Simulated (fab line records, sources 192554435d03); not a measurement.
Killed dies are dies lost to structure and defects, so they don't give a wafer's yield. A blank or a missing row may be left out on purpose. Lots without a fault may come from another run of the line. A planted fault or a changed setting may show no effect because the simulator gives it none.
Chamber matching | flow n5_finfet | N5_BEOL_M0_SAQP_DESCUM_45 on rie_diel-03: 4 sister chambers
The step chemistry O2, time 7 s. 4 wafers are shown with their chamber, then 10 later ones without.

WAFERS WITH THEIR CHAMBER
wafer  | chamber | drypump_motor_current_A (A)
L086.2 | 0       | 4.7
L087.6 | 2       | 5.3
L088.1 | 1       | 6.0
L088.2 | 3       | 5.5

WAFERS WITHOUT THEIR CHAMBER
wafer  | drypump_motor_current_A (A)
L088.4 | 5.3
L089.2 | 6.0
L089.3 | 5.3
L089.5 | 5.3
L094.1 | 4.8
L094.2 | 5.5
L094.3 | 6.0
L097.1 | 6.0
L097.2 | 5.5
L097.5 | 5.3

WHICH CHAMBER EACH WENT THROUGH
wafer  | from the rows above | in truth
L088.4 | 2                   | 2
L089.2 | 1                   | 1
L089.3 | 2                   | 2
L089.5 | 2                   | 2
L094.1 | 0                   | 0
L094.2 | 3                   | 3
L094.3 | 1                   | 1
L097.1 | 1                   | 1
L097.2 | 3                   | 3
L097.5 | 2                   | 2
Placed correctly: 10 of 10. Can't be placed from these rows: 0. Placed wrongly: 0.
How it was worked out, from the rows above alone: a wafer's distance from a chamber is the root of the sum, over the readings, of the square of ((its reading less the chamber's mean) divided by the reading's scatter). The wafer belongs to the nearest chamber; if the next one is less than 2 further off, it can't be placed. A chamber's mean is the mean of its shown wafers. The scatter: with one shown wafer a chamber, the root of the mean of the squares of how far each hidden wafer lies from its nearest shown one.
